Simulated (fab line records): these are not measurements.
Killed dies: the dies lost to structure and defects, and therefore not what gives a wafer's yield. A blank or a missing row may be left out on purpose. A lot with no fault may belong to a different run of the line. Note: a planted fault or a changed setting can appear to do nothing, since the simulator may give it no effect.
fab line records	flow n5_finfet
[record] lots = 10	wafers = 28	last_day = 18
route steps=1938 shown BEOL_M3@933 BEOL_M4@1111 PASSIVATION@1936
lots untouched by any fault: they come from a run of this same line in which no faults occurred
start_h: the number of hours between the record's first day and the start of the first shown wafer of the lot	wait_h: hours from the lot's prior step to this one	" same as the row above	L1.1+2: a row that stands for several wafers	- value missing, or start not given	* or withheld: withheld	< > ~ a bound
route shown NAME@n: NAME is a module with steps in the file, n the number in the route of the first one	usual: the fault-free wafers' mean and standard deviation	same: alike in all rows	chamber/n: place in a boat	sites: readings site by site	_std_site: standard deviation across them	_edge_site: inner sites' mean taken away from outer sites' mean	radius_mm: for every site, how far away it sits from the centre of the wafer	mask NAME#n: copy n	behind: the most recent tool/chamber to have shaped the wafer	hold: what put the lot on hold/how long, in hours/how the hold closed	device: names the non-switching transistor (n, p or np)	end of line: the same wafers' tests at the end of the route	step lacking rows: just its recipe	killed: dies that structure and defects cost at the first sort, which is not the same as the wafer's yield	map: dies across one wafer; x = killed, . = not, _ = none there
set.NAME: setting as actually run; set.NAME@STEP: the setting as run at that earlier step	model.NAME: the simulator's own value behind a step, which no gauge read
one table for each step of the route and one row for each wafer, over a sample of lots
services: when a tool's chamber went out of use (start_h, in hours from the record's first day, below 0 if earlier), for how many hours, and the reason
[[steps]]
[step N5_BEOL_M3_PECVD_72]
[recipe] material = SiO2	target_thk_a = 160	temp_c = 400	precursor = TEOS/O2	pressure_torr = 5.5	rf_w = 450	teos_flow_sccm = 53.8	gas = O2	flow_sccm = 3000	time_s = 18
[usual] heater_power_w = 745/83	showerhead_plenum_p_Torr = 8.85/0.058	throttle_valve_pct = 22.1/1.2
lot.wafer	tool	chamber	start_h	wait_h	heater_power_w	showerhead_plenum_p_Torr	throttle_valve_pct
L514.4	pecvd-01	0	153.19	0.1	712	8.78	22.1
L514.5	"	2	"	"	804	8.94	20.8
L514.6	"	1	"	"	730	8.86	25.5
L515.2	pecvd-03	0	156.43	0.0	732	8.89	21.3
L515.3	"	1	"	"	723	8.82	21.4
L515.4	"	1	"	"	736	8.82	21.7
L518.1	pecvd-03	0	172.40	0.0	766	8.89	21.1
L518.3	"	2	"	"	744	8.90	21.8
L518.6	"	0	"	"	756	8.88	21.3
L520.2	pecvd-03	1	185.35	0.0	665	8.83	21.9
L520.3	"	2	"	"	651	8.90	21.7
L520.5	"	1	"	"	659	8.81	21.7
L522.2	pecvd-04	0	195.30	0.0	603	8.80	21.9
L522.5	"	1	"	"	831	8.89	23.7
L522.6	"	2	"	"	756	8.77	22.1
L523.2	pecvd-04	1	201.50	0.0	815	8.91	24.1
L523.3	"	2	"	"	825	8.76	21.9
L523.6	"	0	"	"	701	8.78	21.9
L528.1	pecvd-03	2	235.72	0.0	647	8.91	21.4
L528.4	"	2	"	"	641	8.91	21.7
L531.1	pecvd-04	1	252.51	0.0	910	8.90	23.9
L531.3	"	2	"	"	801	8.77	22.0
L535.2	pecvd-04	0	270.22	0.0	702	8.80	21.8
L535.4	"	2	"	"	888	8.79	22.1
L535.6	"	1	"	"	809	8.88	23.8
L536.3	pecvd-01	2	283.62	0.0	702	8.92	21.1
L536.5	"	1	"	"	847	8.84	25.8
L536.6	"	0	"	"	650	8.78	22.3
[step N5_BEOL_M3_ANNEAL_82]
[recipe] temp_c = 400	time_s = 240	ambient = vacuum
[usual] heater_power_w = 838/61
[same] time_s = 240
lot.wafer	tool	chamber	start_h	wait_h	heater_power_w
L514.4	pvd_sputter-03	-	163.94	0.0	839
L514.5	"	-	"	"	806
L514.6	"	-	"	"	874
L515.2	pvd_sputter-02	-	166.89	0.0	842
L515.3	"	-	"	"	1026
L515.4	"	-	"	"	822
L518.1	pvd_sputter-01	-	180.04	0.0	807
L518.3	"	-	"	"	822
L518.6	"	-	"	"	793
L520.2	pvd_sputter-01	-	191.18	0.0	785
L520.3	"	-	"	"	825
L520.5	"	-	"	"	785
L522.2	pvd_sputter-02	-	209.07	0.0	874
L522.5	"	-	"	"	828
L522.6	"	-	"	"	1058
L523.2	pvd_sputter-02	-	213.37	0.0	1039
L523.3	"	-	"	"	819
L523.6	"	-	"	"	883
L528.1	pvd_sputter-01	-	250.96	0.0	857
L528.4	"	-	"	"	801
L531.1	pvd_sputter-01	-	257.35	0.0	835
L531.3	"	-	"	"	788
L535.2	pvd_sputter-01	-	294.52	0.0	798
L535.4	"	-	"	"	824
L535.6	"	-	"	"	758
L536.3	pvd_sputter-03	-	299.94	0.0	821
L536.5	"	-	"	"	793
L536.6	"	-	"	"	882
[step N5_BEOL_M3_SPUTTER_88]
[recipe] material = Cu	target_thk_a = 45	temp_c = -20	chamber_pressure_pa = 0.07	power_w = withheld	time_s = 8.29
[usual] chuck_gas_flow_sccm = 1.25/0.055	throttle_valve_pct = 30.2/1
[same] time_s = 8.29
lot.wafer	tool	chamber	start_h	wait_h	chuck_gas_flow_sccm	throttle_valve_pct
L514.4	pvd_sputter-03	-	164.30	0.1	1.26	30.0
L514.5	"	-	"	"	1.26	30.3
L514.6	"	-	"	"	1.13	31.0
L515.2	pvd_sputter-02	-	167.25	0.1	1.24	31.0
L515.3	"	-	"	"	1.27	27.6
L515.4	"	-	"	"	1.25	29.8
L518.1	pvd_sputter-01	-	180.40	0.1	1.20	29.9
L518.3	"	-	"	"	1.25	31.3
L518.6	"	-	"	"	1.30	29.8
L520.2	pvd_sputter-01	-	191.54	0.1	1.21	29.5
L520.3	"	-	"	"	1.23	28.2
L520.5	"	-	"	"	1.20	30.0
L522.2	pvd_sputter-02	-	209.43	0.1	1.33	31.2
L522.5	"	-	"	"	1.24	29.7
L522.6	"	-	"	"	1.26	27.7
L523.2	pvd_sputter-02	-	213.73	0.1	1.24	27.7
L523.3	"	-	"	"	1.19	29.7
L523.6	"	-	"	"	1.24	31.2
L528.1	pvd_sputter-01	-	251.32	0.1	1.25	31.6
L528.4	"	-	"	"	1.18	28.9
L531.1	pvd_sputter-01	-	257.71	0.1	1.32	31.5
L531.3	"	-	"	"	1.22	28.8
L535.2	pvd_sputter-01	-	294.88	0.1	1.29	29.7
L535.4	"	-	"	"	1.25	31.7
L535.6	"	-	"	"	1.30	30.7
L536.3	pvd_sputter-03	-	300.30	0.1	1.24	30.7
L536.5	"	-	"	"	1.23	29.9
L536.6	"	-	"	"	1.34	31.0
[step N5_BEOL_M3_ANNEAL_91]
[recipe] temp_c = 400	time_s = 240	ambient = vacuum
[usual] heater_power_w = 840/60
[same] time_s = 240
lot.wafer	tool	chamber	start_h	wait_h	heater_power_w
L514.4	pvd_sputter-03	-	164.60	0.0	817
L514.5	"	-	"	"	845
L514.6	"	-	"	"	874
L515.2	pvd_sputter-02	-	167.55	0.0	839
L515.3	"	-	"	"	1024
L515.4	"	-	"	"	812
L518.1	pvd_sputter-01	-	180.70	0.0	799
L518.3	"	-	"	"	822
L518.6	"	-	"	"	783
L520.2	pvd_sputter-01	-	191.84	0.0	803
L520.3	"	-	"	"	839
L520.5	"	-	"	"	785
L522.2	pvd_sputter-02	-	209.73	0.0	866
L522.5	"	-	"	"	826
L522.6	"	-	"	"	1041
L523.2	pvd_sputter-02	-	214.03	0.0	1018
L523.3	"	-	"	"	827
L523.6	"	-	"	"	888
L528.1	pvd_sputter-01	-	251.62	0.0	834
L528.4	"	-	"	"	824
L531.1	pvd_sputter-01	-	258.01	0.0	841
L531.3	"	-	"	"	830
L535.2	pvd_sputter-01	-	295.18	0.0	778
L535.4	"	-	"	"	820
L535.6	"	-	"	"	774
L536.3	pvd_sputter-03	-	300.60	0.0	807
L536.5	"	-	"	"	800
L536.6	"	-	"	"	884
[step N5_BEOL_M3_CMP_52]
[recipe] stop_on = SiOC	t_overpolish_s = 6.8	down_force_psi = 1	platen_rpm = 50	clearing_platen_down_force_psi = 1.5	clearing_platen_rpm = 50	post_cmp_clean = cu_alkaline	target_thk_nm = 40	clearing_platen_pad_velocity_m_s = 0.99484	pad_velocity_m_s = 0.99484
[usual] barrier_field_endpoint_s = 24.7/0.54	motor_current_A = 5.8/0.36
lot.wafer	tool	chamber	start_h	wait_h	barrier_field_endpoint_s	motor_current_A
L514.4	cmp-04	2	165.71	0.1	24.2	5.8
L514.6	"	2	"	"	24.8	6.1
L514.5	"	3	"	"	25.1	5.5
L515.4	cmp-04	0	168.62	0.1	25.2	5.9
L515.3	"	1	"	"	25.0	6.0
L515.2	"	2	"	"	25.3	6.0
L518.3	cmp-01	3	181.79	0.2	24.0	5.8
L518.1	"	2	"	"	23.9	5.6
L518.6	"	0	"	"	24.4	5.9
L520.3	cmp-02	3	193.01	0.2	24.5	6.9
L520.2	"	0	"	"	24.7	5.4
L520.5	"	0	"	"	25.5	5.6
L522.2	cmp-04	2	210.84	0.2	24.5	5.9
L522.5	"	1	"	"	25.6	6.1
L522.6	"	2	"	"	25.4	5.7
L523.3	cmp-02	2	215.10	0.2	24.6	4.8
L523.2	"	0	"	"	24.9	5.5
L523.6	"	3	"	"	25.3	6.5
L528.1	cmp-04	0	252.73	0.3	32.3	5.7
L528.4	"	1	"	"	32.1	5.9
L531.3	cmp-02	3	259.15	0.2	25.6	6.1
L531.1	"	0	"	"	25.7	5.7
L535.4	cmp-04	3	296.27	0.1	25.2	5.6
L535.2	"	0	"	"	24.8	5.7
L535.6	"	3	"	"	24.4	5.6
L536.3	cmp-04	0	301.89	0.3	24.8	5.7
L536.6	"	1	"	"	24.8	5.9
L536.5	"	2	"	"	24.2	6.0
[step N5_BEOL_M4_RC_MEAS_101]
[usual] DIBL_N = 35.9/1.7	DIBL_P = 36.0/2.2	IOFF_N = 0.16/0.031	IOFF_P = 0.21/0.039	ION_N = 678/13	ION_P = 464/8.8	SS_N = 71.5/0.61	SS_P = 73.2/0.68	VT_N = 249/3.3	VT_P = -250/3.8
lot.wafer	tool	chamber	start_h	wait_h	DIBL_N[mV/V]	DIBL_P[mV/V]	IOFF_N[nA/um]	IOFF_P[nA/um]	ION_N[uA/um]	ION_P[uA/um]	SS_N[mV/dec]	SS_P[mV/dec]	VT_N[mV]	VT_P[mV]
L514.4	prober-01	0	175.67	0.5	38.4	37.7	0.21	0.26	695	470	71.6	73.7	243	-247
L514.5	"	0	"	"	39.0	39.2	0.23	0.27	705	480	72.3	74.5	245	-246
L514.6	"	0	"	"	37.1	36.2	0.19	0.24	686	473	71.4	73.2	244	-247
L515.2	prober-01	0	178.07	0.2	37.3	35.9	0.17	0.20	686	466	71.5	74.4	247	-252
L515.3	"	0	"	"	33.9	31.8	0.12	0.15	675	462	70.2	72.8	250	-253
L515.4	"	0	"	"	34.0	30.5	0.12	0.14	663	451	71.4	72.5	251	-256
L518.1	prober-02	0	195.36	0.0	35.2	35.9	0.15	0.19	670	463	70.7	72.6	247	-254
L518.3	"	0	"	"	35.0	35.4	0.14	0.18	681	463	71.9	72.4	248	-254
L518.6	"	0	"	"	36.0	36.1	0.15	0.19	679	463	71.8	73.2	250	-250
L520.2	prober-01	0	208.97	0.2	34.3	35.4	0.15	0.19	688	478	71.3	73.7	247	-252
L520.3	"	0	"	"	37.9	38.9	0.21	0.26	702	479	72.8	74.1	243	-248
L520.5	"	0	"	"	34.6	34.2	0.14	0.18	678	462	71.8	72.8	249	-253
L522.2	prober-01	0	219.98	0.2	36.7	38.4	0.18	0.24	668	456	71.8	73.2	248	-246
L522.5	"	0	"	"	35.5	36.3	0.17	0.21	678	463	71.5	73.5	251	-247
L522.6	"	0	"	"	35.9	38.2	0.17	0.24	661	458	72.1	74.4	248	-247
L523.2	prober-01	0	226.65	0.2	34.1	34.7	0.13	0.17	665	454	71.1	72.4	252	-252
L523.3	"	0	"	"	36.3	36.6	0.16	0.19	679	457	71.4	72.9	248	-251
L523.6	"	0	"	"	34.5	34.4	0.13	0.16	664	451	71.0	72.5	251	-254
L528.1	prober-01	0	264.98	0.0	34.8	33.8	0.13	0.19	678	469	70.6	72.3	251	-251
L528.4	"	0	"	"	36.3	36.5	0.17	0.23	688	479	70.9	73.8	244	-247
L531.1	prober-01	0	272.00	0.0	33.5	31.6	0.12	0.15	665	452	70.6	72.5	253	-253
L531.3	"	0	"	"	35.2	34.2	0.14	0.18	675	460	70.9	73.2	249	-250
L535.2	prober-02	0	310.91	0.2	32.6	34.7	0.13	0.21	678	471	71.6	72.8	253	-248
L535.4	"	0	"	"	34.8	36.8	0.17	0.23	685	472	72.3	73.4	249	-250
L535.6	"	0	"	"	34.6	36.9	0.16	0.25	674	466	72.4	74.2	251	-248
L536.3	prober-02	0	314.06	0.3	34.9	33.1	0.13	0.17	681	462	71.8	73.0	251	-252
L536.5	"	0	"	"	38.4	38.7	0.20	0.25	688	463	72.1	73.7	245	-249
L536.6	"	0	"	"	34.8	33.7	0.13	0.17	690	465	70.8	72.6	250	-254
[step N5_PASSIVATION_PROBE_49]
[usual] defect_limited_yield = 90.9/1.5	killed_at_M0_to_M3 = 36/10	killed_at_M4_up = 13/5.5	killed_at_contacts = 12/5.6	killed_at_front_end = 42/12	killed_at_other = 4/3.2	killed_dies = 108/18	killed_open = 71/13	killed_short = 34/7.8	sort_bin_5_function = 5.4/1	sort_bin_6_memory = 3.4/0.68	sort_n_pass = 1072/18	sort_yield_pct = 90.9/1.5
[same] gross_dies = 1180	killed_at_back_side = 0	sort_bin_4_leakage[%] = 0	sort_bin_8_speed[%] = 0
lot.wafer	tool	chamber	start_h	wait_h	defect_limited_yield[%]	killed_at_M0_to_M3	killed_at_M4_up	killed_at_contacts	killed_at_front_end	killed_at_other	killed_dies	killed_open	killed_short	sort_bin_5_function[%]	sort_bin_6_memory[%]	sort_n_pass	sort_yield_pct[%]
L531.1	prober-01	-	400.90	0.0	92.2	28	17	5	35	7	92	61	28	4.7	2.9	1088	92.2
L531.3	prober-01	-	401.00	0.1	93.7	31	7	6	27	3	74	53	20	4.2	1.9	1106	93.7
// killed by level:class
L531.1 STI_FIN_REVEAL:geometric_particle:open=12 BEOL_M1:geometric_particle:open=11 BEOL_M3:geometric_particle:open=8 GATE_CUT:geometric_particle:short=6 BEOL_M4:geometric_particle:open=6 FIN_SAQP:geometric_particle:open=4 MOL_CONTACT_COAG:geometric_particle:open=4 FIN_SAQP:geometric_particle:short=3
L531.3 BEOL_M3:geometric_particle:open=11 STI_FIN_REVEAL:geometric_particle:open=6 MOL_CONTACT_COAG:geometric_particle:open=6 BEOL_M0_SAQP:geometric_particle:open=6 BEOL_M0_SAQP:geometric_particle:short=5 FIN_SAQP:geometric_particle:short=3 FIN_SAQP:geometric_particle:open=3 ILD0:geometric_particle:short=3
[[services]]
tool	chamber	start_h	hours	kind
cmp-04	-	145.63	1.0	repair
pecvd-04	0	147.23	-	calibration
pecvd-03	-	148.09	0.9	repair
cmp-04	-	154.06	1.0	repair
pecvd-04	2	157.25	1.7	repair
pecvd-04	2	170.42	5.5	scheduled_down
cmp-04	-	191.97	1.2	repair
cmp-01	-	204.30	4.0	pm
cmp-01	-	208.30	-	consumable_replace:conditioner
cmp-01	-	208.30	-	consumable_replace:pad
pecvd-03	1	218.40	5.5	scheduled_down
cmp-04	-	222.71	5.0	pm
cmp-01	-	223.18	1.3	repair
pecvd-03	0	224.32	5.5	scheduled_down
cmp-02	-	235.02	4.0	pm
cmp-02	-	239.02	-	consumable_replace:conditioner
cmp-02	-	239.02	-	consumable_replace:pad
cmp-01	-	269.35	1.0	repair
pvd_sputter-02	-	279.52	3.8	repair
cmp-02	-	288.05	1.8	repair
pecvd-01	-	289.64	1.0	repair
pecvd-04	1	298.99	6.2	repair
[[key]]
[first_sign] step = N5_BEOL_M3_CMP_52	reading = barrier_field_endpoint_s	direction = up	sigmas = 14	usual = 24.7	struck = 32.2
effect none on later readings
met_at N5_BEOL_M3_PECVD_72
struck_lots L528
struck_wafers L528.1,L528.4
not_acting_at N5_BEOL_M3_ANNEAL_82,N5_BEOL_M3_SPUTTER_88,N5_BEOL_M3_ANNEAL_91
onset_between 185.35 235.72
[fault] kind = process_parameter_drift	tool = pecvd-03	chamber = -	onset_h = 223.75	steps = N5_BEOL_M3_PECVD_72	channel = time_s	offset = *	shape = step	end_h = 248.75	scope = struck_wafers_only	acts_in = *	stated = *
